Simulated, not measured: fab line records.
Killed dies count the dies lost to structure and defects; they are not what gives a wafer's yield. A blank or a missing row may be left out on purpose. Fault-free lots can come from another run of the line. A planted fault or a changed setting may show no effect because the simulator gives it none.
3 desks looking at one fault -- flow n5-finfet -- only its own numbers are on each desk; what lay behind them is given at the end

THE DEFECT DESK
Counts from the inspections along the route, per lot, as means over the sampled wafers that have a number. The brackets show how far a lot's mean lies from the usual mean; more than 4 standard deviations puts the lot out of limits, marked OUT.
Columns: A = raw-defect-count at N5_WELL_APT_INSPECT_10, usual 2.2
lot,first seen here,A
L733,day 2 07:54,3.0
L736,day 3 01:47,0.3
L737,day 3 07:52,1.7
L738,day 3 13:59,2.3
L741,day 4 08:00,4.3
L747,day 5 19:59,2.7
L749,day 6 07:47,3.3
Finding of this desk: none of the 7 lots has anything out of limits.

DESK OF THE TOOL OWNER: implanter-01
N5_WELL_APT_IMPLANT_15, tool's own readings: per-lot mean of the sampled wafers with a number, covering each lot this tool ran. The brackets show how far a lot's mean lies from the usual mean; more than 4 standard deviations puts the lot out of limits, marked OUT.
Columns: A = beam-energy-keV at N5_WELL_APT_IMPLANT_15, usual 25.000; B = tilt-deg at N5_WELL_APT_IMPLANT_15, usual -0.001 degrees
lot,first seen here,A,B
L733,day 2 08:13,25.002,-0.003
L736,day 3 02:07,17.441 (-99 or more) OUT,0.009
L737,day 3 08:11,17.435 (-99 or more) OUT,0.019
L738,day 3 14:20,17.445 (-99 or more) OUT,0.009
This desk's finding: out of limits on L736, L737, L738; first on L736, day 3 02:07 (beam-energy-keV at N5_WELL_APT_IMPLANT_15). Within limits: L733.

METROLOGY DESK
Means of the sampled wafers that have a number, per lot and without regard to the tool the lot ran on: this is what the gauges read. The brackets show how far a lot's mean lies from the usual mean; more than 4 standard deviations puts the lot out of limits, marked OUT.
Columns: A = cd-nm at N5_WELL_APT_CD_MEAS_08, usual 201.1 nm; B = NWELL_OVL at N5_WELL_APT_OVL_MEAS_09, usual 1 nm
lot,first seen here,A,B
L733,day 2 07:51,201.5,5
L736,day 3 01:44,200.0,7
L737,day 3 07:49,199.6,13
L738,day 3 13:56,200.7,-7
L741,day 4 07:57,201.3,7
L747,day 5 19:56,202.4,6
L749,day 6 07:43,200.6,3
Finding of this desk: none of the 7 lots has anything out of limits.

PUT TOGETHER
The tool owner's desk could have raised an alarm at day 3 02:07, on L736, L737, L738.
Nothing out of limits was seen by the defect desk.
Metrology desk: nothing out of limits seen.
The defect desk has L736, L737, L738 on record, within its limits.
The metrology desk has L736, L737, L738 on record, within its limits.
Of the lots named, all ran N5_WELL_APT_IMPLANT_15 on implanter-01.

WHAT THE SIMULATOR HAD INSERTED
Process parameter drift: implanter-01, from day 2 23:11 on, at N5_WELL_APT_IMPLANT_15. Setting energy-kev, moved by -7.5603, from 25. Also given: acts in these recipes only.
Shown lots that were struck: L736, L737, L738.
Time in hours from fault onset to the first out-of-limits reading at each desk: the tool owner's desk, 3.
